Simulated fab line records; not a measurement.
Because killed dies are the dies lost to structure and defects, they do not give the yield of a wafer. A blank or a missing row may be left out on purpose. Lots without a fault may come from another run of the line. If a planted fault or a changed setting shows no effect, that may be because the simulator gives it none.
Split-lot trial	flow n5_finfet	on a route of 1938 steps: 7 lots, 21 wafers read

## THE SPLIT
At N5_BEOL_M13_CMP_49 (polishes, stops on SiOC, t overpolish 17.1 s, target thk 420 nm), the setting down_force_psi was moved away from the recipe's 1 psi on 9 of the 21 wafers read, by -16.6% to +19.0%. All remaining wafers had this setting at the recipe value.

The reading comes from the split's own step.

## THE READING
barrier_field_endpoint_s, in s, at N5_BEOL_M13_CMP_49 (polishes, stops on SiOC, t overpolish 17.1 s, target thk 420 nm). On this fab line, fault-free wafers typically give 30.5 s with a standard deviation of 0.79 s.

wafer	tool, chamber at the split	down_force_psi as run, psi	against the recipe	barrier_field_endpoint_s, s	against lot-mates on the recipe
L076.4	cmp-04, 3	1	recipe	33.1	-
L076.1	cmp-04, 1	1.183	+18.3%	27.9	-5.3
L076.5	cmp-04, 0	1	recipe	33.2	-
L085.3	cmp-03, 1	1	recipe	30.4	-
L085.1	cmp-03, 3	1	recipe	29.5	-
L085.5	cmp-03, 0	0.8768	-12.3%	34.4	+4.4
L084.4	cmp-04, 1	1	recipe	31.4	-
L084.1	cmp-04, 0	1.128	+12.8%	27.5	-3.4
L084.5	cmp-04, 2	1	recipe	30.3	-
L086.2	cmp-02, 1	1.149	+14.9%	26.3	-3.5
L086.4	cmp-02, 3	1	recipe	29.8	-
L086.5	cmp-02, 0	1.149	+14.9%	25.6	-4.2
L088.1	cmp-02, 2	0.8336	-16.6%	40.0	+6.5
L088.4	cmp-02, 3	0.8336	-16.6%	38.5	+5.0
L088.6	cmp-02, 3	1	recipe	33.5	-
L089.3	cmp-02, 2	1	recipe	30.7	-
L089.2	cmp-02, 3	1	recipe	30.4	-
L089.6	cmp-02, 3	1	recipe	30.7	-
L091.1	cmp-04, 1	1.19	+19.0%	26.1	-5.7
L091.4	cmp-04, 0	1.19	+19.0%	25.7	-6.1
L091.6	cmp-04, 1	1	recipe	31.8	-

THE FIT
A straight line over all 21 wafers: barrier_field_endpoint_s changes by -0.336 s for each +1% of down_force_psi; r = -0.93; the points scatter about the line by 1.5 s.
The same after taking each lot's own level away (the mean of its wafers on the recipe; 21 wafers): -0.31 s for each +1%; r = -0.99; scatter 0.48 s.
That fit puts the effect of the largest move of down_force_psi on the reading at 5.9 s.
The span of the lots' own levels, 29.80 to 33.50 s, comes to 4.7 times the standard deviation stated above.
The two slopes agree, so the slope changes little with the lot-to-lot level.
Check: -5.68 s against its lot-mates is what the line predicts for one of the wafers moved furthest among these (+19.0%) when that wafer is left out of the fit. It came out at -5.7 s against them.
Tool readings at the split's step, against how far the setting was moved: barrier_field_endpoint_s r = -0.93.

## OTHER SPLITS ON THESE WAFERS
Before the reading, these wafers also passed through other splits. Each is held against what the fit with the lots' levels taken away leaves over:
other split on the same wafers	wafers away from the commonest value	r with barrier_field_endpoint_s (lot level and that fit taken away)
N5_BEOL_M10_VIA_ETCH_34 time_s	7	-0.05
N5_BEOL_M10_TRENCH_ETCH_37 bias_w	11	+0.34
N5_BEOL_M11_COAT_05 spin_rpm	8	+0.05
N5_BEOL_M11_EXPOSE_08 dose_mj	6	+0.05
N5_BEOL_M13_COAT_04 spin_rpm	4	-0.04
N5_BEOL_M13_SPUTTER_43 power_w	8	+0.24

## FILE'S OWN FIT
barrier_field_endpoint_s changes by -0.304 s for each +1% of down_force_psi, r = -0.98.
